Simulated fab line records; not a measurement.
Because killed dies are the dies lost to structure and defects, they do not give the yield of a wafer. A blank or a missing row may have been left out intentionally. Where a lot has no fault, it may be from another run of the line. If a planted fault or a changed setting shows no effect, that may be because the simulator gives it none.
Which of the tools did it? | flow n5_finfet | 20 lots, 60 wafers sampled, at 6 steps of a route of 1938

WHAT THE GAUGES SHOWED, per wafer
N5_BEOL_M0_RS_MEAS_126: uses a four-point probe to measure. Usual: M0_RS typically reads 0.531 ohm/sq, with standard deviation 0.017.
lot  | measured     | on            | M0_RS (ohm/sq)    | flag
L074 | day 6 01:05  | film_metro-02 | 0.534 0.537 0.510 |
L075 | day 6 11:19  | film_metro-02 | 0.556 0.540 0.549 |
L076 | day 6 12:50  | film_metro-02 | 0.546 0.534 0.537 |
L077 | day 6 15:15  | film_metro-02 | 0.540 0.502 0.526 |
L078 | day 7 01:23  | film_metro-02 | 0.535 0.523 0.518 |
L079 | day 7 09:27  | film_metro-01 | 0.523 0.530 0.524 |
L081 | day 8 04:25  | film_metro-02 | 0.531 0.536 0.534 |
L080 | day 8 09:05  | film_metro-02 | 0.569 0.550 0.542 |
L082 | day 8 18:02  | film_metro-01 | 0.512 0.531 0.508 |
L083 | day 8 13:42  | film_metro-01 | 0.537 0.531 0.526 |
L084 | day 8 20:20  | film_metro-01 | 0.553 0.542 0.524 |
L086 | day 9 04:58  | film_metro-02 | 0.567 0.551 0.539 |
L088 | day 9 19:24  | film_metro-01 | 0.520 0.526 0.522 |
L089 | day 9 17:11  | film_metro-01 | 0.535 0.533 0.532 |
L091 | day 10 12:50 | film_metro-02 | 0.537 0.524 0.526 |
L092 | day 10 10:46 | film_metro-01 | 0.553 0.543 0.533 |
L093 | day 10 14:50 | film_metro-02 | 0.515 0.511 0.475 |
L095 | day 11 02:29 | film_metro-02 | 0.515 0.534 0.501 |
L094 | day 11 08:26 | film_metro-02 | 0.568 0.549 0.549 |
L096 | day 11 10:47 | film_metro-01 | 0.555 0.549 0.545 |

WHICH TOOL RAN EACH LOT (tool, then ch and the chambers of the sampled wafers, then the start)
lot  | N5_BEOL_M0_ETCH_138                | N5_BEOL_M0_STRIP_104               | N5_BEOL_M0_ETCH_128                | N5_BEOL_M0_ETCH_109                | N5_BEOL_M0_ANNEAL_117
L074 | rie_diel-01 ch 0,1, day 5 17:01    | rie_diel-03 ch 2,3, day 5 20:14    | rie_diel-04 ch 0,1,3, day 5 20:28  | rie_diel-04 ch 0,2, day 5 20:44    | pvd_sputter-01, day 5 23:40
L075 | rie_diel-04 ch 2,3, day 6 04:01    | rie_diel-04 ch 0,1,2, day 6 06:53  | rie_diel-01 ch 2,3, day 6 07:59    | rie_diel-04 ch 0,1,3, day 6 09:14  | pvd_sputter-01, day 6 09:58
L076 | rie_diel-04 ch 0,2,3, day 6 07:11  | rie_diel-01 ch 1,2,3, day 6 07:50  | rie_diel-01 ch 1,2,3, day 6 08:52  | rie_diel-04 ch 0,1,3, day 6 10:08  | pvd_sputter-01, day 6 11:28
L077 | rie_diel-04 ch 0,2,3, day 6 10:25  | rie_diel-01 ch 1,2,3, day 6 12:28  | rie_diel-04 ch 0,1,2, day 6 12:43  | rie_diel-04 ch 0,3, day 6 12:58    | pvd_sputter-01, day 6 13:54
L078 | rie_diel-03 ch 0,3, day 6 19:20    | rie_diel-03 ch 0,2,3, day 6 20:39  | rie_diel-04 ch 0,1, day 6 21:01    | rie_diel-04 ch 1,3, day 6 21:17    | pvd_sputter-01, day 7 00:03
L079 | rie_diel-04 ch 2,3, day 7 01:31    | rie_diel-03 ch 1,2,3, day 7 06:41  | rie_diel-04 ch 1,2, day 7 06:48    | rie_diel-03 ch 0,3, day 7 07:13    | pvd_sputter-01, day 7 08:08
L081 | rie_diel-03 ch 0,2,3, day 7 23:20  | rie_diel-03 ch 0,2,3, day 8 00:46  | rie_diel-01 ch 0,1, day 8 01:07    | rie_diel-03 ch 1,2,3, day 8 01:23  | pvd_sputter-01, day 8 03:05
L080 | rie_diel-01 ch 0,2,3, day 8 01:43  | rie_diel-03 ch 0,2,3, day 8 03:31  | rie_diel-04 ch 1,3, day 8 04:08    | rie_diel-03 ch 1,3, day 8 05:02    | pvd_sputter-02, day 8 07:46
L082 | rie_diel-01 ch 1,2,3, day 8 05:48  | rie_diel-03 ch 0,2,3, day 8 12:35  | rie_diel-03 ch 1,3, day 8 12:42    | rie_diel-03 ch 0,1, day 8 13:06    | pvd_sputter-02, day 8 16:41
L083 | rie_diel-03 ch 0,1, day 8 06:41    | rie_diel-04 ch 1,2,3, day 8 10:33  | rie_diel-01 ch 1,2,3, day 8 10:41  | rie_diel-03 ch 0,1, day 8 10:56    | pvd_sputter-01, day 8 12:22
L084 | rie_diel-03 ch 0,1, day 8 13:01    | rie_diel-03 ch 0,1,3, day 8 17:17  | rie_diel-04 ch 0,2, day 8 17:24    | rie_diel-03 ch 0,2, day 8 17:40    | pvd_sputter-02, day 8 18:55
L086 | rie_diel-01 ch 0,2, day 8 18:29    | rie_diel-04 ch 0,1,2, day 8 22:40  | rie_diel-01 ch 1,2,3, day 8 22:47  | rie_diel-04 ch 0,1, day 8 23:03    | pvd_sputter-01, day 9 03:38
L088 | rie_diel-03 ch 0,1, day 9 05:46    | rie_diel-01 ch 2,3, day 9 16:26    | rie_diel-03 ch 1,2,3, day 9 16:38  | rie_diel-01 ch 0,2,3, day 9 16:56  | pvd_sputter-02, day 9 18:04
L089 | rie_diel-03 ch 0,3, day 9 10:22    | rie_diel-03 ch 1,2, day 9 11:59    | rie_diel-04 ch 1,2, day 9 12:07    | rie_diel-04 ch 0,1,2, day 9 12:25  | pvd_sputter-02, day 9 15:51
L091 | rie_diel-04 ch 0,1,2, day 10 04:55 | rie_diel-03 ch 2,3, day 10 08:00   | rie_diel-04 ch 0,2, day 10 08:31   | rie_diel-03 ch 1,2, day 10 08:47   | pvd_sputter-01, day 10 11:30
L092 | rie_diel-04 ch 0,1, day 10 06:38   | rie_diel-04 ch 0,1, day 10 07:01   | rie_diel-04 ch 0,2, day 10 07:08   | rie_diel-04 ch 1,2, day 10 07:23   | pvd_sputter-01, day 10 08:55
L093 | rie_diel-03 ch 0,2,3, day 10 09:41 | rie_diel-04 ch 0,1,3, day 10 11:10 | rie_diel-04 ch 0,1,2, day 10 11:42 | rie_diel-04 ch 0,1,2, day 10 11:57 | pvd_sputter-01, day 10 13:30
L095 | rie_diel-03 ch 1,2,3, day 10 21:17 | rie_diel-01 ch 0,3, day 10 23:12   | rie_diel-01 ch 0,2,3, day 10 23:19 | rie_diel-01 ch 2,3, day 10 23:35   | pvd_sputter-03, day 11 01:10
L094 | rie_diel-01 ch 0,2,3, day 11 00:00 | rie_diel-04 ch 1,2, day 11 02:38   | rie_diel-03 ch 1,2, day 11 03:16   | rie_diel-04 ch 0,2, day 11 03:31   | pvd_sputter-01, day 11 07:06
L096 | rie_diel-01 ch 1,2,3, day 11 06:05 | rie_diel-03 ch 0,1,3, day 11 07:23 | rie_diel-03 ch 0,1,3, day 11 07:32 | rie_diel-03 ch 0,2,3, day 11 07:47 | pvd_sputter-03, day 11 09:14
- N5_BEOL_M0_ETCH_138: etches SiCN in CH3F/O2, target depth 12 nm, time 31.6 s.
- N5_BEOL_M0_STRIP_104: strips in N2/H2.
- N5_BEOL_M0_ETCH_128: etches SiCN in CF4/N2, target depth 12 nm, overetch 5.1 nm, time 21.4 s.
- N5_BEOL_M0_ETCH_109: etches SiCN in CH3F/O2, target depth 8 nm, overetch 2.4 nm, time 27.4 s.
- N5_BEOL_M0_ANNEAL_117: time 60 s.

WHAT THE TOOLS THEMSELVES READ (means of the sampled wafers that have a number; where no wafer has one, the mark that the record gives instead)
N5_BEOL_M0_ETCH_138. Usual: drypump_motor_current_A is 5.7 A with standard deviation 0.56, etch_rf_on_time_s is 29.1 s with standard deviation 0.74, mfc_ar_sccm is 150.0 sccm with standard deviation 0.45, oes_product_au is 0.66 a.u. with standard deviation 0.074, rf_vpp_V is 297.4 V with standard deviation 1.5, showerhead_plenum_p_Torr is 2.00 Torr with standard deviation 0.061, and throttle_valve_pct is 16.31 % with standard deviation 0.22.
lot  | tool        | drypump_motor_current_A (A) | etch_rf_on_time_s (s) | mfc_ar_sccm (sccm) | oes_product_au (a.u.) | rf_vpp_V (V) | showerhead_plenum_p_Torr (Torr) | throttle_valve_pct (%) | flag
L074 | rie_diel-01 | 6.3                         | 29.5                  | 150.4              | 0.66                  | 296.2        | 1.97                            | 16.29                  |
L075 | rie_diel-04 | 5.8                         | 30.1                  | 149.9              | 0.61                  | 297.8        | 2.02                            | 16.33                  |
L076 | rie_diel-04 | 5.7                         | 29.1                  | 149.9              | 0.61                  | 297.0        | 1.96                            | 16.43                  |
L077 | rie_diel-04 | 5.7                         | 29.4                  | 150.2              | 0.60                  | 296.5        | 1.96                            | 16.44                  |
L078 | rie_diel-03 | 5.6                         | 29.3                  | 150.1              | 0.63                  | 297.6        | 2.00                            | 16.07                  |
L079 | rie_diel-04 | 5.5                         | 30.9                  | 149.4              | 0.60                  | 296.2        | 1.96                            | 16.46                  |
L081 | rie_diel-03 | 5.9                         | 29.9                  | 150.0              | 0.62                  | 298.0        | 2.02                            | 16.23                  |
L080 | rie_diel-01 | 5.7                         | 29.4                  | 150.2              | 0.70                  | 297.1        | 1.99                            | 16.34                  |
L082 | rie_diel-01 | 5.8                         | 28.5                  | 149.9              | 0.73                  | 296.5        | 1.99                            | 16.28                  |
L083 | rie_diel-03 | 5.1                         | 29.1                  | 149.7              | 0.66                  | 297.8        | 2.04                            | 16.14                  |
L084 | rie_diel-03 | 5.1                         | 28.7                  | 149.9              | 0.67                  | 298.2        | 2.04                            | 16.14                  |
L086 | rie_diel-01 | 5.7                         | 28.6                  | 150.4              | 0.74                  | 296.3        | 1.98                            | 16.24                  |
L088 | rie_diel-03 | 5.1                         | 29.1                  | 149.8              | 0.66                  | 298.3        | 2.04                            | 16.15                  |
L089 | rie_diel-03 | 5.6                         | 29.4                  | 150.2              | 0.62                  | 297.3        | 2.00                            | 16.10                  |
L091 | rie_diel-04 | 5.7                         | 29.1                  | 149.8              | 0.61                  | 297.3        | 1.93                            | 16.62                  |
L092 | rie_diel-04 | 6.0                         | 29.3                  | 150.1              | 0.65                  | 297.0        | 1.97                            | 16.63                  |
L093 | rie_diel-03 | 6.0                         | 27.6                  | 150.0              | 0.61                  | 297.0        | 2.01                            | 16.26                  |
L095 | rie_diel-03 | 5.9                         | 29.5                  | 149.9              | 0.64                  | 298.5        | 2.04                            | 16.34                  |
L094 | rie_diel-01 | 5.7                         | 29.2                  | 149.8              | 0.68                  | 296.7        | 1.98                            | 16.38                  |
L096 | rie_diel-01 | 5.8                         | 28.8                  | 149.9              | 0.70                  | 296.8        | 1.98                            | 16.32                  |

N5_BEOL_M0_STRIP_104. Usual: drypump_motor_current_A is 5.8 A with standard deviation 0.56, h2_flow_sccm is 200.0 sccm with standard deviation 0.57, n2_flow_sccm is 200.0 sccm with standard deviation 0.63, oes_product_au is 0.76 a.u. with standard deviation 0.075, rf_vpp_V is 59.3 V with standard deviation 1.6, showerhead_plenum_p_Torr is 2.54 Torr with standard deviation 0.08, and throttle_valve_pct is 23.64 % with standard deviation 0.27.
lot  | tool        | drypump_motor_current_A (A) | h2_flow_sccm (sccm) | n2_flow_sccm (sccm) | oes_product_au (a.u.) | rf_vpp_V (V) | showerhead_plenum_p_Torr (Torr) | throttle_valve_pct (%) | flag
L074 | rie_diel-03 | 6.3                         | 199.6               | 199.7               | 0.74                  | 58.6         | 2.56                            | 23.49                  |
L075 | rie_diel-04 | 5.7                         | 200.2               | 199.9               | 0.73                  | 58.9         | 2.47                            | 23.95                  |
L076 | rie_diel-01 | 5.8                         | 199.7               | 199.8               | 0.77                  | 58.7         | 2.53                            | 23.70                  |
L077 | rie_diel-01 | 5.8                         | 199.6               | 200.7               | 0.76                  | 59.8         | 2.53                            | 23.70                  |
L078 | rie_diel-03 | 6.0                         | 200.0               | 199.7               | 0.73                  | 58.7         | 2.56                            | 23.44                  |
L079 | rie_diel-03 | 5.9                         | 200.3               | 200.1               | 0.78                  | 60.1         | 2.61                            | 23.56                  |
L081 | rie_diel-03 | 6.0                         | 199.7               | 200.1               | 0.73                  | 57.6         | 2.56                            | 23.45                  |
L080 | rie_diel-03 | 6.0                         | 199.9               | 200.1               | 0.72                  | 58.4         | 2.56                            | 23.46                  |
L082 | rie_diel-03 | 6.0                         | 199.9               | 200.6               | 0.72                  | 60.7         | 2.56                            | 23.46                  |
L083 | rie_diel-04 | 5.8                         | 199.7               | 200.5               | 0.73                  | 58.1         | 2.53                            | 23.83                  |
L084 | rie_diel-03 | 5.5                         | 200.2               | 200.1               | 0.77                  | 58.2         | 2.58                            | 23.38                  |
L086 | rie_diel-04 | 5.8                         | 200.5               | 199.8               | 0.73                  | 58.6         | 2.46                            | 23.97                  |
L088 | rie_diel-01 | 5.6                         | 201.0               | 198.9               | 0.75                  | 61.0         | 2.53                            | 23.80                  |
L089 | rie_diel-03 | 5.4                         | 199.8               | 199.7               | 0.80                  | 60.2         | 2.66                            | 23.61                  |
L091 | rie_diel-03 | 6.4                         | 200.2               | 199.9               | 0.70                  | 60.7         | 2.57                            | 23.63                  |
L092 | rie_diel-04 | 5.9                         | 200.0               | 200.6               | 0.72                  | 58.5         | 2.46                            | 23.99                  |
L093 | rie_diel-04 | 6.0                         | 200.2               | 200.1               | 0.73                  | 60.8         | 2.52                            | 23.88                  |
L095 | rie_diel-01 | 5.9                         | 200.0               | 198.9               | 0.75                  | 59.8         | 2.50                            | 23.71                  |
L094 | rie_diel-04 | 5.9                         | 200.1               | 200.3               | 0.74                  | 60.1         | 2.49                            | 24.04                  |
L096 | rie_diel-03 | 5.5                         | 200.7               | 199.9               | 0.76                  | 59.6         | 2.57                            | 23.40                  |

N5_BEOL_M0_ETCH_128. Usual: drypump_motor_current_A is 5.8 A with standard deviation 0.51, mfc_ar_sccm is 100.03 sccm with standard deviation 0.3, n2_flow_sccm is 59.99 sccm with standard deviation 0.17, oes_product_au is 0.52 a.u. with standard deviation 0.051, rf_vpp_V is 382.0 V with standard deviation 1.9, showerhead_plenum_p_Torr is 2.20 Torr with standard deviation 0.068, and throttle_valve_pct is 15.50 % with standard deviation 0.21.
lot  | tool        | drypump_motor_current_A (A) | mfc_ar_sccm (sccm) | n2_flow_sccm (sccm) | oes_product_au (a.u.) | rf_vpp_V (V) | showerhead_plenum_p_Torr (Torr) | throttle_valve_pct (%) | flag
L074 | rie_diel-04 | 6.0                         | 100.11             | 60.03               | 0.52                  | 382.5        | 2.21                            | 15.56                  |
L075 | rie_diel-01 | 5.6                         | 100.04             | 59.95               | 0.54                  | 382.9        | 2.21                            | 15.56                  |
L076 | rie_diel-01 | 5.8                         | 100.16             | 59.98               | 0.53                  | 382.5        | 2.20                            | 15.54                  |
L077 | rie_diel-04 | 5.7                         | 100.06             | 59.93               | 0.51                  | 381.1        | 2.14                            | 15.69                  |
L078 | rie_diel-04 | 5.9                         | 100.02             | 59.96               | 0.51                  | 381.0        | 2.14                            | 15.67                  |
L079 | rie_diel-04 | 5.9                         | 99.59              | 59.98               | 0.53                  | 381.8        | 2.19                            | 15.71                  |
L081 | rie_diel-01 | 6.3                         | 99.79              | 59.97               | 0.65                  | 381.6        | 2.17                            | 15.09                  |
L080 | rie_diel-04 | 6.1                         | 99.77              | 59.89               | 0.53                  | 383.4        | 2.24                            | 15.59                  |
L082 | rie_diel-03 | 5.8                         | 100.13             | 60.16               | 0.53                  | 383.3        | 2.24                            | 15.32                  |
L083 | rie_diel-01 | 5.8                         | 100.23             | 59.99               | 0.58                  | 382.4        | 2.20                            | 15.40                  |
L084 | rie_diel-04 | 5.5                         | 99.98              | 60.05               | 0.48                  | 378.6        | 2.10                            | 15.73                  |
L086 | rie_diel-01 | 5.8                         | 100.40             | 60.08               | 0.57                  | 381.9        | 2.20                            | 15.42                  |
L088 | rie_diel-03 | 5.9                         | 100.03             | 59.94               | 0.52                  | 383.6        | 2.26                            | 15.45                  |
L089 | rie_diel-04 | 5.6                         | 100.29             | 59.77               | 0.50                  | 380.7        | 2.13                            | 15.75                  |
L091 | rie_diel-04 | 5.6                         | 99.93              | 60.20               | 0.48                  | 379.9        | 2.10                            | 15.73                  |
L092 | rie_diel-04 | 5.6                         | 99.86              | 59.96               | 0.48                  | 379.5        | 2.10                            | 15.73                  |
L093 | rie_diel-04 | 5.8                         | 99.94              | 60.03               | 0.48                  | 380.2        | 2.13                            | 15.74                  |
L095 | rie_diel-01 | 5.7                         | 100.29             | 59.93               | 0.55                  | 381.9        | 2.19                            | 15.50                  |
L094 | rie_diel-03 | 5.4                         | 100.20             | 59.94               | 0.54                  | 384.6        | 2.30                            | 15.52                  |
L096 | rie_diel-03 | 5.5                         | 100.08             | 60.29               | 0.52                  | 384.2        | 2.24                            | 15.33                  |

N5_BEOL_M0_ETCH_109. Usual: drypump_motor_current_A 5.8 A, standard deviation 0.53; mfc_ar_sccm 150.0 sccm, standard deviation 0.45; oes_product_au 0.64 a.u., standard deviation 0.053; rf_vpp_V 297.2 V, standard deviation 1.7; showerhead_plenum_p_Torr 2.00 Torr, standard deviation 0.068; throttle_valve_pct 16.39 %, standard deviation 0.21.
lot  | tool        | drypump_motor_current_A (A) | mfc_ar_sccm (sccm) | oes_product_au (a.u.) | rf_vpp_V (V) | showerhead_plenum_p_Torr (Torr) | throttle_valve_pct (%) | flag
L074 | rie_diel-04 | 5.5                         | 149.9              | 0.62                  | 294.8        | 1.90                            | 16.56                  |
L075 | rie_diel-04 | 6.0                         | 150.1              | 0.64                  | 297.0        | 2.00                            | 16.45                  |
L076 | rie_diel-04 | 6.0                         | 150.1              | 0.64                  | 296.6        | 2.00                            | 16.45                  |
L077 | rie_diel-04 | 5.9                         | 150.5              | 0.61                  | 295.8        | 1.96                            | 16.42                  |
L078 | rie_diel-04 | 6.0                         | 149.5              | 0.64                  | 298.0        | 2.05                            | 16.34                  |
L079 | rie_diel-03 | 5.9                         | 149.6              | 0.65                  | 297.7        | 1.99                            | 16.10                  |
L081 | rie_diel-03 | 5.9                         | 149.8              | 0.66                  | 299.3        | 2.05                            | 16.30                  |
L080 | rie_diel-03 | 5.8                         | 150.1              | 0.67                  | 298.4        | 2.03                            | 16.19                  |
L082 | rie_diel-03 | 5.0                         | 150.1              | 0.69                  | 298.7        | 2.07                            | 16.20                  |
L083 | rie_diel-03 | 5.0                         | 150.4              | 0.69                  | 298.9        | 2.07                            | 16.20                  |
L084 | rie_diel-03 | 5.6                         | 150.2              | 0.61                  | 297.0        | 2.02                            | 16.22                  |
L086 | rie_diel-04 | 5.9                         | 149.7              | 0.62                  | 297.0        | 1.94                            | 16.59                  |
L088 | rie_diel-01 | 5.7                         | 150.0              | 0.70                  | 296.6        | 1.99                            | 16.36                  |
L089 | rie_diel-04 | 5.8                         | 150.4              | 0.62                  | 296.1        | 1.94                            | 16.62                  |
L091 | rie_diel-03 | 6.0                         | 150.1              | 0.64                  | 299.6        | 2.07                            | 16.45                  |
L092 | rie_diel-04 | 5.9                         | 149.7              | 0.64                  | 296.8        | 1.97                            | 16.65                  |
L093 | rie_diel-04 | 5.8                         | 150.0              | 0.61                  | 296.3        | 1.93                            | 16.63                  |
L095 | rie_diel-01 | 5.4                         | 150.2              | 0.68                  | 297.3        | 2.00                            | 16.49                  |
L094 | rie_diel-04 | 5.6                         | 150.5              | 0.59                  | 295.2        | 1.89                            | 16.61                  |
L096 | rie_diel-03 | 6.0                         | 150.1              | 0.61                  | 297.5        | 2.01                            | 16.27                  |

N5_BEOL_M0_ANNEAL_117. Usual: heater_power_w at 780 W, with a standard deviation of 91.
lot  | tool           | heater_power_w (W) | flag
L074 | pvd_sputter-01 | 789                |
L075 | pvd_sputter-01 | 794                |
L076 | pvd_sputter-01 | 788                |
L077 | pvd_sputter-01 | 791                |
L078 | pvd_sputter-01 | 756                |
L079 | pvd_sputter-01 | 749                |
L081 | pvd_sputter-01 | 763                |
L080 | pvd_sputter-02 | 686                |
L082 | pvd_sputter-02 | 762                |
L083 | pvd_sputter-01 | 691                |
L084 | pvd_sputter-02 | 827                |
L086 | pvd_sputter-01 | 745                |
L088 | pvd_sputter-02 | 733                |
L089 | pvd_sputter-02 | 783                |
L091 | pvd_sputter-01 | 756                |
L092 | pvd_sputter-01 | 754                |
L093 | pvd_sputter-01 | 735                |
L095 | pvd_sputter-03 | 865                |
L094 | pvd_sputter-01 | 797                |
L096 | pvd_sputter-03 | 845                |

THE ANSWER, worked out from the rows above alone
Rule: a lot is off if the mean of its wafers that have a number lies more than 3 standard deviations from the usual mean. A lot without any number at a reading at which 4 lots or more have one is off too. All remaining lots with rows at the step are treated as sound. First the gauges in route order, then the tools' own readings, where a lot's mean is used as printed above. The first step at which some lot is off is used, and at that step the reading that is off furthest; a lot without a number counts as furthest.
Nothing can be told from this: no lot is off at any reading shown.

WHAT THE SIMULATOR PUT IN
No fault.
